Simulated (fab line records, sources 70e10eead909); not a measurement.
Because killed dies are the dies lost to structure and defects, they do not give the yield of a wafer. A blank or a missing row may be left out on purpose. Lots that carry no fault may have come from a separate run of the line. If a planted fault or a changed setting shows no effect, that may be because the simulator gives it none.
A lot that was struck, set against a sound lot    flow nand-harc    15 out of 1302 route steps
Sound: these wafers, L939.1, L939.2, L939.4. Wafers L943.3, L943.5, L943.6 were the ones struck. Last of all comes the cause.
Per side, at each step with rows, come the tool, then ch with its chambers, and then its first start. Under that, the readings that differ: sound wafers    struck wafers    difference of the means    sigmas: that difference in standard deviations of wafers without a fault.
alike: readings with means less than 2 such deviations apart, plus words and numbers identical on both sides. not compared: withheld readings, readings lacking a value on some wafer, bounds such as >300 that could conceal the same value, and numbers that have no deviation in the record and whose values overlap.
The two part at a step that has a row with sigmas, a row that says differs or no value, or rows on one side only. When numbers do not overlap yet have no deviation, they are printed without sigmas and do not part them. A reading that every wafer of one side lacks parts them only if that side has two wafers or more.

NHARC_A_ONON_D2_THK_MEAS_08: measures by ellipsometry.
  sound on film-metro-02, day 12 21:26; struck on film-metro-01, day 14 20:21
  alike: thk-nm
following that, 1 step holds no rows for these wafers, namely NHARC_A_ONON_D2_DEP_09 (target thickness 1000 nm).
NHARC_A_ONON_D2_THK_MEAS_11: measures by ellipsometry.
  sound on film-metro-01, day 12 21:59; struck on film-metro-02, day 14 20:55
  alike: thk-nm
following that, 1 step holds no rows for these wafers, namely NHARC_A_ONON_D2_DEP_12 (target thickness 1000 nm).
NHARC_A_ONON_D2_THK_MEAS_14: measures by ellipsometry.
  sound on film-metro-01, day 12 22:34; struck on film-metro-01, day 14 21:29
  alike: thk-nm
then, 2 steps without rows for these wafers: NHARC_A_ONON_D2_ANNEAL_15 (time 3600 s); NHARC_A_ONON_D2_DEP_16 (target thk 1000 nm).
NHARC_A_ONON_D2_THK_MEAS_18: measures by ellipsometry.
  sound on film-metro-01, day 13 06:19; struck on film-metro-01, day 15 07:57
  alike: thk-nm
following that, 1 step holds no rows for these wafers, namely NHARC_A_ONON_D2_DEP_19 (target thickness 1000 nm).
NHARC_A_ONON_D2_THK_MEAS_21: measures by ellipsometry.
  sound on film-metro-02, day 13 06:53; struck on film-metro-02, day 15 08:31
  alike: thk-nm
following that, 1 step holds no rows for these wafers, namely NHARC_A_ONON_D2_DEP_22 (target thickness 1000 nm).
NHARC_A_ONON_D2_THK_MEAS_24: measures by ellipsometry.
  sound on film-metro-02, day 13 07:26; struck on film-metro-02, day 15 09:05
  alike: thk-nm
NHARC_A_ONON_D2_DEP_25: target thk 1000 nm.
  sound on pecvd-onon-01 ch 0, day 13 07:30; struck on pecvd-onon-01 ch 0, day 15 09:15
reading                sound              struck             difference  sigmas
sih4-flow-sccm (sccm)  210.7 209.6 211.0  167.5 167.8 168.6  -42.5       -67
  alike: n2-flow-sccm, susceptor-temp-C
NHARC_A_ONON_D2_THK_MEAS_27: measures by ellipsometry.
  sound on film-metro-02, day 13 08:01; struck on film-metro-01, day 15 09:38
  alike: thk-nm
-- jump in the record: it breaks off in module A_ONON_D2 and resumes in module END (first step shown: number 1302 of the route), and 11 days separate the struck wafers' starts before and after --
NHARC_END_SORT_01:
  the record has rows for the struck wafers here (prober-02 ch 0, day 26 21:01) and none for the sound ones

WHERE THEY PART
Earliest at NHARC_A_ONON_D2_DEP_25; latest, in this record, at NHARC_END_SORT_01.

WHY: the cause the simulator had injected
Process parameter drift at NHARC_A_ONON_D2_DEP_25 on pecvd-onon-01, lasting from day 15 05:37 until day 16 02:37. The setting sih4-flow-sccm was moved by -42, starting from 210. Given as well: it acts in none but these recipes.
